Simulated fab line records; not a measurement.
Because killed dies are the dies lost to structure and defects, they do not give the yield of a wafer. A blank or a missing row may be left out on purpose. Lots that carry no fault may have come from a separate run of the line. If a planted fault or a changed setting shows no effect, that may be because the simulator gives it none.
Struck lot and sound lot, side by side || flow n5Finfet || 16 steps out of a route of 1938
Sound: wafers L536.2, L536.3, L536.5. Struck: wafer L529.3. (L529.5 of the same lot was not struck and is left out.) The cause comes at the end.
At each step with rows: each side's tool, then ch and its chambers, then its first start. Under that, the readings that differ: sound wafers || struck wafers || difference of the means || sigmas: that difference in standard deviations of wafers without a fault.
alike: words and numbers the same on both sides, and readings whose means are apart by under 2 such deviations; not compared: readings that were withheld, readings missing a value for some wafer, numbers with overlapping values and no deviation given by the record, and bounds like >300 which may hide the same value.
A row with sigmas, a row that says differs or no value, or rows on one side alone: a step with any of these is where the two part. Numbers that have no deviation but don't overlap get no sigmas and don't part them. A reading missing from all wafers of one side parts the sides only when that side holds two or more wafers.

first, 7 steps without rows for these wafers: N5_BEOL_M4_COAT_73 (time 60 s, resist thk 5 nm); N5_BEOL_M4_COAT_05 (resist thk 30 nm); N5_BEOL_M4_EBR_07; N5_BEOL_M4_SOFTBAKE_06 (time 60 s); N5_BEOL_M4_EXPOSE_08 (exposes mask M4); N5_BEOL_M4_PEB_09 (peb time 60 s); N5_BEOL_M4_DEVELOP_10 (develop time 30 s).
N5_BEOL_M4_CD_MEAS_11: target cd 16.79 nm.
  sound on cdSem-02 ch 0, day 11 04:54; struck on cdSem-01 ch 0, day 9 18:08
  alike: cdNm
N5_BEOL_M4_OVL_MEAS_12:
  sound on overlay-02 ch 0, day 11 04:56; struck on overlay-02 ch 0, day 9 18:10
  alike: M4_OVL
N5_BEOL_M4_INSPECT_13: inspects for defects (brightfield).
  sound: defectInspect-01 at day 11 04:59; struck: defectInspect-01 at day 9 18:13
  alike: rawDefectCount
N5_BEOL_M4_DESCUM_16: chemistry O2, time 7 s.
  sound on rieDiel-06 ch 0,1,2, day 11 05:07; struck on rieDiel-05 ch 2, day 9 18:21
{"reading": "throttleValvePct (%)", "sound": "20.37 20.47 20.35", "struck": 19.83, "difference": -0.57, "sigmas": -2}
  alike: biasPowerW, chamberPressureMTorr, drypumpMotorCurrentA, oesProductAu, rfVppV, showerheadPlenumPTorr
  not compared: rfHoursCounterH
N5_BEOL_M4_ETCH_74: etches underlayer in N2/H2, target depth 6.5 nm, time 5.2 s.
  sound on rieDiel-06 ch 0,1,2, day 11 05:08; struck on rieDiel-05 ch 2, day 9 18:23
{"reading": "throttleValvePct (%)", "sound": "17.83 17.88 17.70", "struck": 17.18, "difference": -0.62, "sigmas": -2}
  alike: chamberPressureMTorr, drypumpMotorCurrentA, etchRfOnTimeS, h2FlowSccm, oesProductAu, rfVppV, showerheadPlenumPTorr
  not compared: rfHoursCounterH
N5_BEOL_M4_ETCH_63: etches SiARC in CF4, target depth 15.6 nm, time 26 s.
  sound on rieDiel-06 ch 0,1,2, day 11 05:10; struck on rieDiel-05 ch 2, day 9 18:24
{"reading": "cf4FlowSccm (sccm)", "sound": "99.54 100.04 99.92", "struck": 100.78, "difference": "+0.95", "sigmas": "+3"}
{"reading": "etchRfOnTimeS (s)", "sound": "26.0 25.7 25.9", "struck": 42.5, "difference": "+16.6", "sigmas": "+54"}
{"reading": "throttleValvePct (%)", "sound": "15.56 15.69 15.49", "struck": 15.03, "difference": -0.55, "sigmas": -2}
  alike: chamberPressureMTorr, drypumpMotorCurrentA, oesProductAu, rfVppV, showerheadPlenumPTorr
  not compared: rfHoursCounterH
N5_BEOL_M4_ETCH_64: etches SOC in N2/H2, target depth 75 nm, overetch 22.5 nm, time 121.9 s.
  sound on rieDiel-06 ch 0,1,2, day 11 05:11; struck on rieDiel-05 ch 2, day 9 18:26
{"reading": "throttleValvePct (%)", "sound": "17.76 17.87 17.66", "struck": 17.16, "difference": -0.60, "sigmas": -2}
  alike: chamberPressureMTorr, drypumpMotorCurrentA, h2FlowSccm, oesProductAu, rfVppV, showerheadPlenumPTorr
  not compared: rfHoursCounterH
N5_BEOL_M4_RC_MEAS_101:
  sound on prober-02 ch 0, day 11 20:56; struck on prober-01 ch 0, day 10 02:05
{"reading": "DIBL_N (mV/V)", "sound": "38.2 39.0 36.9", "struck": 34.5, "difference": -3.5, "sigmas": -3}
{"reading": "IOFF_P (nA/um)", "sound": "0.255 0.272 0.238", "struck": 0.185, "difference": -0.070, "sigmas": -3}
{"reading": "ION_P (uA/um)", "sound": "475 468 465", "struck": 455, "difference": -14, "sigmas": -3}
{"reading": "SS_N (mV/dec)", "sound": "72.0 72.5 71.5", "struck": 70.3, "difference": -1.7, "sigmas": -3}
  alike: DIBL_P, IOFF_N, ION_N, SS_P, VT_N, VT_P
-- record jumps: 4 days separate the struck wafers' starts on either side; left off in module BEOL_M4, taken up again in module PASSIVATION, whose first shown step is the route's number 1936 --
N5_PASSIVATION_PROBE_49:
  only the struck wafers here have rows in the record (prober-02, day 13 19:29); the sound ones have none

== WHERE THEY PART ==
First at N5_BEOL_M4_DESCUM_16; last, within this record, at N5_PASSIVATION_PROBE_49.

WHY: whatever the simulator had introduced
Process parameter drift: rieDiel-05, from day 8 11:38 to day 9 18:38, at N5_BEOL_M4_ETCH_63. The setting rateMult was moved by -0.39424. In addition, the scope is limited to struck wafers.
